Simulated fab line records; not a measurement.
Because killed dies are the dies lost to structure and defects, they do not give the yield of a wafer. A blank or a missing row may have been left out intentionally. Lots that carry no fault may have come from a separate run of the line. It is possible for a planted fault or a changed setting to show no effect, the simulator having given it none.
What tool caused it? + flow nand-harc + Sampling: 24 lots, 72 wafers, 6 of 1302 route steps

== WHAT THE GAUGES READ, wafer by wafer ==
No reading from a measuring or inspecting step in the record can be judged against a usual standard deviation.

== WHICH TOOL RAN EACH LOT (tool, then ch and the chambers of the sampled wafers, then the start) ==
| lot  | NHARC_A_M0_CMP_23             | NHARC_A_M1_PVD_20                       | NHARC_A_M1_PVD_21                       | NHARC_A_M1_CMP_23             | NHARC_A_BONDPAD_DEP_00                     | NHARC_A_BONDPAD_CMP_29        |
|------|-------------------------------|-----------------------------------------|-----------------------------------------|-------------------------------|--------------------------------------------|-------------------------------|
| L074 | cmp-02 ch 0,1,2, day 23 15:20 | pvd-sputter-02, day 23 19:31 or earlier | pvd-sputter-02, day 23 19:31 or earlier | cmp-04 ch 0,2,3, day 23 19:31 | pecvd-04 ch 0,1,2, day 23 20:44            | cmp-02 ch 0,1,2, day 23 21:04 |
| L075 | cmp-02 ch 1,3, day 23 16:45   | pvd-sputter-03, day 23 20:52 or earlier | pvd-sputter-03, day 23 20:52 or earlier | cmp-04 ch 0,2,3, day 23 20:52 | pecvd-04 ch 1,2, day 23 22:09              | cmp-02 ch 1,2,3, day 23 22:31 |
| L077 | cmp-01 ch 0,2, day 23 22:09   | pvd-sputter-01, day 24 02:10 or earlier | pvd-sputter-01, day 24 02:10 or earlier | cmp-04 ch 1,3, day 24 02:10   | pecvd-04 ch 0,2, day 24 03:44 or earlier   | cmp-02 ch 1,2,3, day 24 03:44 |
| L076 | cmp-04 ch 0,1,2, day 24 06:16 | pvd-sputter-03, day 24 10:31 or earlier | pvd-sputter-03, day 24 10:31 or earlier | cmp-03 ch 0,1, day 24 10:31   | pecvd-03 ch 0,1,2, day 24 11:41            | cmp-03 ch 0,1, day 24 12:05   |
| L078 | cmp-02 ch 0,2,3, day 24 06:23 | pvd-sputter-01, day 24 10:55 or earlier | pvd-sputter-01, day 24 10:55 or earlier | cmp-04 ch 1,2,3, day 24 10:55 | pecvd-03 ch 0,1, day 24 12:06              | cmp-02 ch 0,2,3, day 24 12:32 |
| L079 | cmp-01 ch 0,1, day 24 09:17   | pvd-sputter-03, day 24 13:22 or earlier | pvd-sputter-03, day 24 13:22 or earlier | cmp-03 ch 0,1, day 24 13:22   | pecvd-02 ch 1,2, day 24 14:37              | cmp-02 ch 0,2,3, day 24 14:58 |
| L081 | cmp-02 ch 2,3, day 25 11:38   | pvd-sputter-03, day 25 15:47 or earlier | pvd-sputter-03, day 25 15:47 or earlier | cmp-03 ch 0,1, day 25 15:47   | pecvd-04 ch 0,1,2, day 25 17:22 or earlier | cmp-02 ch 0,1,3, day 25 17:22 |
| L080 | cmp-01 ch 0,1,2, day 25 14:30 | pvd-sputter-03, day 25 18:53 or earlier | pvd-sputter-03, day 25 18:53 or earlier | cmp-02 ch 1,2, day 25 18:53   | pecvd-03 ch 0,1,2, day 25 20:05            | cmp-02 ch 0,1, day 25 20:29   |
| L082 | cmp-01 ch 0,1,2, day 26 01:00 | pvd-sputter-01, day 26 05:09 or earlier | pvd-sputter-01, day 26 05:09 or earlier | cmp-02 ch 0,2, day 26 05:09   | pecvd-03 ch 0,2, day 26 06:30              | cmp-01 ch 0,2,3, day 26 06:52 |
| L083 | cmp-02 ch 1,2,3, day 26 03:08 | pvd-sputter-03, day 26 07:27 or earlier | pvd-sputter-03, day 26 07:27 or earlier | cmp-04 ch 0,1, day 26 07:27   | pecvd-02 ch 0,1, day 26 08:48              | cmp-01 ch 0,2, day 26 09:22   |
| L084 | cmp-01 ch 1,2, day 27 00:45   | pvd-sputter-03, day 27 05:22 or earlier | pvd-sputter-03, day 27 05:22 or earlier | cmp-02 ch 0,2, day 27 05:22   | pecvd-03 ch 0,1, day 27 06:32              | cmp-02 ch 0,2,3, day 27 06:58 |
| L085 | cmp-04 ch 0,2,3, day 27 07:14 | pvd-sputter-01, day 27 11:44 or earlier | pvd-sputter-01, day 27 11:44 or earlier | cmp-04 ch 1,3, day 27 11:44   | pecvd-03 ch 0,1,2, day 27 12:53            | cmp-03 ch 0,1,2, day 27 13:20 |
| L086 | cmp-01 ch 1,2, day 27 08:40   | pvd-sputter-02, day 27 12:41 or earlier | pvd-sputter-02, day 27 12:41 or earlier | cmp-03 ch 0,3, day 27 12:41   | pecvd-02 ch 0,1,2, day 27 13:54            | cmp-03 ch 0,2,3, day 27 14:16 |
| L089 | cmp-01 ch 0,2,3, day 28 08:34 | pvd-sputter-03, day 28 12:43 or earlier | pvd-sputter-03, day 28 12:43 or earlier | cmp-02 ch 0,2,3, day 28 12:43 | pecvd-02 ch 0,1,2, day 28 13:56            | cmp-02 ch 0,3, day 28 14:19   |
| L088 | cmp-02 ch 0,1,2, day 28 09:34 | pvd-sputter-03, day 28 13:49 or earlier | pvd-sputter-03, day 28 13:49 or earlier | cmp-04 ch 1,2,3, day 28 13:49 | pecvd-03 ch 0,1,2, day 28 15:01            | cmp-02 ch 2,3, day 28 15:22   |
| L087 | cmp-01 ch 0,1, day 28 14:56   | pvd-sputter-02, day 28 19:05 or earlier | pvd-sputter-02, day 28 19:05 or earlier | cmp-04 ch 0,1,3, day 28 19:05 | pecvd-02 ch 0,2, day 28 20:16              | cmp-03 ch 0,2, day 28 20:41   |
| L092 | cmp-02 ch 0,1, day 29 17:34   | pvd-sputter-01, day 29 21:45 or earlier | pvd-sputter-01, day 29 21:45 or earlier | cmp-03 ch 0,2,3, day 29 21:45 | pecvd-03 ch 0,1, day 29 22:55              | cmp-03 ch 0,1,2, day 29 23:21 |
| L090 | cmp-04 ch 0,1,3, day 29 20:24 | pvd-sputter-01, day 30 00:31 or earlier | pvd-sputter-01, day 30 00:31 or earlier | cmp-02 ch 2,3, day 30 00:31   | pecvd-04 ch 0,1,2, day 30 01:47            | cmp-02 ch 0,1, day 30 02:07   |
| L091 | cmp-04 ch 0,2, day 29 21:26   | pvd-sputter-03, day 30 01:35 or earlier | pvd-sputter-03, day 30 01:35 or earlier | cmp-03 ch 0,1,3, day 30 01:35 | pecvd-03 ch 0,1,2, day 30 02:48            | cmp-03 ch 0,1, day 30 03:11   |
| L093 | cmp-04 ch 0,2,3, day 30 18:37 | pvd-sputter-01, day 30 22:49 or earlier | pvd-sputter-01, day 30 22:49 or earlier | cmp-02 ch 0,1,3, day 30 22:49 | pecvd-03 ch 1,2, day 30 23:59              | cmp-03 ch 0,1,3, day 31 00:23 |
| L094 | cmp-01 ch 0,2, day 31 02:24   | pvd-sputter-02, day 31 06:41 or earlier | pvd-sputter-02, day 31 06:41 or earlier | cmp-04 ch 0,2,3, day 31 06:41 | pecvd-03 ch 0,1,2, day 31 07:47            | cmp-01 ch 0,2,3, day 31 08:11 |
| L096 | cmp-02 ch 1,2, day 31 21:47   | pvd-sputter-01, day 32 02:08 or earlier | pvd-sputter-01, day 32 02:08 or earlier | cmp-02 ch 2,3, day 32 02:08   | pecvd-03 ch 0,1, day 32 03:23              | cmp-03 ch 1,3, day 32 03:44   |
| L095 | cmp-04 ch 0,1,2, day 32 01:40 | pvd-sputter-01, day 32 05:50 or earlier | pvd-sputter-01, day 32 05:50 or earlier | cmp-04 ch 0,1,3, day 32 05:50 | pecvd-02 ch 0,2, day 32 07:00              | cmp-02 ch 1,2,3, day 32 07:26 |
| L097 | cmp-04 ch 0,1,3, day 32 13:40 | pvd-sputter-03, day 32 17:47 or earlier | pvd-sputter-03, day 32 17:47 or earlier | cmp-03 ch 0,2,3, day 32 17:47 | pecvd-02 ch 0,1,2, day 32 19:25 or earlier | cmp-02 ch 1,2,3, day 32 19:25 |
- NHARC_A_M0_CMP_23: polishes, t overpolish 20 s, target thk 113.75 nm.
- NHARC_A_M1_PVD_20: deposits TaN, target thk 5 nm, time 8.06 s.
- NHARC_A_M1_PVD_21: deposits Cu, target thk 30 nm, time 20.49 s.
- NHARC_A_M1_CMP_23: polishes, t overpolish 20 s, target thk 154.34 nm.
- NHARC_A_BONDPAD_DEP_00: deposits SiCN, target thk 250 nm.
- NHARC_A_BONDPAD_CMP_29: polishes SiCN, target thk 200 nm.

== AS READ BY THE TOOLS THEMSELVES (means over the sampled wafers that have a number; for cases with no such wafer, the mark the record gives instead) ==
NHARC_A_M0_CMP_23.
| lot  | tool   | motor-current-A (A) | time-to-endpoint-s (s) |
|------|--------|---------------------|------------------------|
| L074 | cmp-02 | 12.9                | 28                     |
| L075 | cmp-02 | 12.7                | 36                     |
| L077 | cmp-01 | 11.6                | 26                     |
| L076 | cmp-04 | 11.9                | 26                     |
| L078 | cmp-02 | 13.5                | 30                     |
| L079 | cmp-01 | 13.0                | 26                     |
| L081 | cmp-02 | 13.1                | 32                     |
| L080 | cmp-01 | 12.7                | 26                     |
| L082 | cmp-01 | 12.4                | 26                     |
| L083 | cmp-02 | 12.4                | 32                     |
| L084 | cmp-01 | 12.2                | 28                     |
| L085 | cmp-04 | 12.1                | 31                     |
| L086 | cmp-01 | 12.0                | 29                     |
| L089 | cmp-01 | 11.7                | 25                     |
| L088 | cmp-02 | 13.1                | 33                     |
| L087 | cmp-01 | 12.8                | 26                     |
| L092 | cmp-02 | 13.2                | 36                     |
| L090 | cmp-04 | 12.1                | 30                     |
| L091 | cmp-04 | 11.8                | 31                     |
| L093 | cmp-04 | 12.2                | 31                     |
| L094 | cmp-01 | 11.6                | 28                     |
| L096 | cmp-02 | 12.4                | 38                     |
| L095 | cmp-04 | 12.2                | 28                     |
| L097 | cmp-04 | 12.2                | 29                     |

NHARC_A_M1_PVD_20.
| lot  | tool           | throttle-valve-pct (%) |
|------|----------------|------------------------|
| L074 | pvd-sputter-02 | 29.7                   |
| L075 | pvd-sputter-03 | 30.4                   |
| L077 | pvd-sputter-01 | 30.7                   |
| L076 | pvd-sputter-03 | 30.1                   |
| L078 | pvd-sputter-01 | 30.4                   |
| L079 | pvd-sputter-03 | 30.1                   |
| L081 | pvd-sputter-03 | 30.0                   |
| L080 | pvd-sputter-03 | 30.0                   |
| L082 | pvd-sputter-01 | 30.6                   |
| L083 | pvd-sputter-03 | 30.0                   |
| L084 | pvd-sputter-03 | 30.3                   |
| L085 | pvd-sputter-01 | 29.1                   |
| L086 | pvd-sputter-02 | 29.8                   |
| L089 | pvd-sputter-03 | 29.6                   |
| L088 | pvd-sputter-03 | 29.7                   |
| L087 | pvd-sputter-02 | 29.8                   |
| L092 | pvd-sputter-01 | 30.1                   |
| L090 | pvd-sputter-01 | 30.7                   |
| L091 | pvd-sputter-03 | 30.4                   |
| L093 | pvd-sputter-01 | 30.3                   |
| L094 | pvd-sputter-02 | 29.8                   |
| L096 | pvd-sputter-01 | 30.6                   |
| L095 | pvd-sputter-01 | 30.5                   |
| L097 | pvd-sputter-03 | 30.5                   |

NHARC_A_M1_PVD_21.
| lot  | tool           | throttle-valve-pct (%) |
|------|----------------|------------------------|
| L074 | pvd-sputter-02 | 29.9                   |
| L075 | pvd-sputter-03 | 30.2                   |
| L077 | pvd-sputter-01 | 30.2                   |
| L076 | pvd-sputter-03 | 29.5                   |
| L078 | pvd-sputter-01 | 30.2                   |
| L079 | pvd-sputter-03 | 29.7                   |
| L081 | pvd-sputter-03 | 29.6                   |
| L080 | pvd-sputter-03 | 30.5                   |
| L082 | pvd-sputter-01 | 28.5                   |
| L083 | pvd-sputter-03 | 30.0                   |
| L084 | pvd-sputter-03 | 29.3                   |
| L085 | pvd-sputter-01 | 30.2                   |
| L086 | pvd-sputter-02 | 29.7                   |
| L089 | pvd-sputter-03 | 30.3                   |
| L088 | pvd-sputter-03 | 29.6                   |
| L087 | pvd-sputter-02 | 29.5                   |
| L092 | pvd-sputter-01 | 29.4                   |
| L090 | pvd-sputter-01 | 30.5                   |
| L091 | pvd-sputter-03 | 29.9                   |
| L093 | pvd-sputter-01 | 30.4                   |
| L094 | pvd-sputter-02 | 29.9                   |
| L096 | pvd-sputter-01 | 31.4                   |
| L095 | pvd-sputter-01 | 30.2                   |
| L097 | pvd-sputter-03 | 30.5                   |

NHARC_A_M1_CMP_23.
| lot  | tool   | motor-current-A (A) | time-to-endpoint-s (s) |
|------|--------|---------------------|------------------------|
| L074 | cmp-04 | 11.8                | 31                     |
| L075 | cmp-04 | 12.2                | 31                     |
| L077 | cmp-04 | 13.2                | 25                     |
| L076 | cmp-03 | 14.1                | 27                     |
| L078 | cmp-04 | 13.2                | 26                     |
| L079 | cmp-03 | 13.3                | 29                     |
| L081 | cmp-03 | 13.9                | 27                     |
| L080 | cmp-02 | 12.2                | 37                     |
| L082 | cmp-02 | 13.6                | 24                     |
| L083 | cmp-04 | 12.4                | 25                     |
| L084 | cmp-02 | 13.8                | 31                     |
| L085 | cmp-04 | 13.2                | 27                     |
| L086 | cmp-03 | 12.4                | 29                     |
| L089 | cmp-02 | 13.8                | 30                     |
| L088 | cmp-04 | 12.7                | 27                     |
| L087 | cmp-04 | 12.3                | 29                     |
| L092 | cmp-03 | 12.5                | 29                     |
| L090 | cmp-02 | 13.2                | 32                     |
| L091 | cmp-03 | 12.8                | 28                     |
| L093 | cmp-02 | 12.8                | 31                     |
| L094 | cmp-04 | 12.2                | 29                     |
| L096 | cmp-02 | 12.7                | 33                     |
| L095 | cmp-04 | 12.3                | 29                     |
| L097 | cmp-03 | 12.5                | 31                     |

NHARC_A_BONDPAD_DEP_00.
| lot  | tool     | heater-power-w (W) |
|------|----------|--------------------|
| L074 | pecvd-04 | 604                |
| L075 | pecvd-04 | 664                |
| L077 | pecvd-04 | 661                |
| L076 | pecvd-03 | 557                |
| L078 | pecvd-03 | 502                |
| L079 | pecvd-02 | 660                |
| L081 | pecvd-04 | 633                |
| L080 | pecvd-03 | 566                |
| L082 | pecvd-03 | 572                |
| L083 | pecvd-02 | 566                |
| L084 | pecvd-03 | 487                |
| L085 | pecvd-03 | 512                |
| L086 | pecvd-02 | 603                |
| L089 | pecvd-02 | 581                |
| L088 | pecvd-03 | 527                |
| L087 | pecvd-02 | 514                |
| L092 | pecvd-03 | 469                |
| L090 | pecvd-04 | 585                |
| L091 | pecvd-03 | 565                |
| L093 | pecvd-03 | 573                |
| L094 | pecvd-03 | 504                |
| L096 | pecvd-03 | 466                |
| L095 | pecvd-02 | 608                |
| L097 | pecvd-02 | 578                |

NHARC_A_BONDPAD_CMP_29.
| lot  | tool   | motor-current-A (A) |
|------|--------|---------------------|
| L074 | cmp-02 | 12.9                |
| L075 | cmp-02 | 12.6                |
| L077 | cmp-02 | 12.6                |
| L076 | cmp-03 | 13.9                |
| L078 | cmp-02 | 13.6                |
| L079 | cmp-02 | 13.6                |
| L081 | cmp-02 | 13.2                |
| L080 | cmp-02 | 12.7                |
| L082 | cmp-01 | 11.7                |
| L083 | cmp-01 | 11.7                |
| L084 | cmp-02 | 13.8                |
| L085 | cmp-03 | 13.4                |
| L086 | cmp-03 | 12.6                |
| L089 | cmp-02 | 13.7                |
| L088 | cmp-02 | 12.7                |
| L087 | cmp-03 | 13.2                |
| L092 | cmp-03 | 13.5                |
| L090 | cmp-02 | 13.2                |
| L091 | cmp-03 | 13.7                |
| L093 | cmp-03 | 12.8                |
| L094 | cmp-01 | 11.6                |
| L096 | cmp-03 | 12.4                |
| L095 | cmp-02 | 12.5                |
| L097 | cmp-02 | 12.8                |

== THE ANSWER, worked out from the rows above alone ==
Rule: what is usual is taken from the lots themselves. Put in order of their means at a reading, lots are off if they are a third of the lots or fewer, leave a main group of 4 or more, and stand apart from it by a gap of 3 or more times the standard deviation of the main group's means; of several such gaps the widest counts. A main group whose means are all the same, to the digits that the tables above print for the reading, isn't used. A lot without any number at a reading at which 4 lots or more have one is off too. The other lots that the step has rows for count as sound. The gauges are gone through in route order, then the tools' own readings, and for those a lot's mean is taken as printed above. At the first step where some lot is off, the reading lying furthest off is the one used; lots without a number count as furthest.
No lot is off on any of the readings shown, so nothing can be concluded from this.

== WHAT THE SIMULATOR PUT IN ==
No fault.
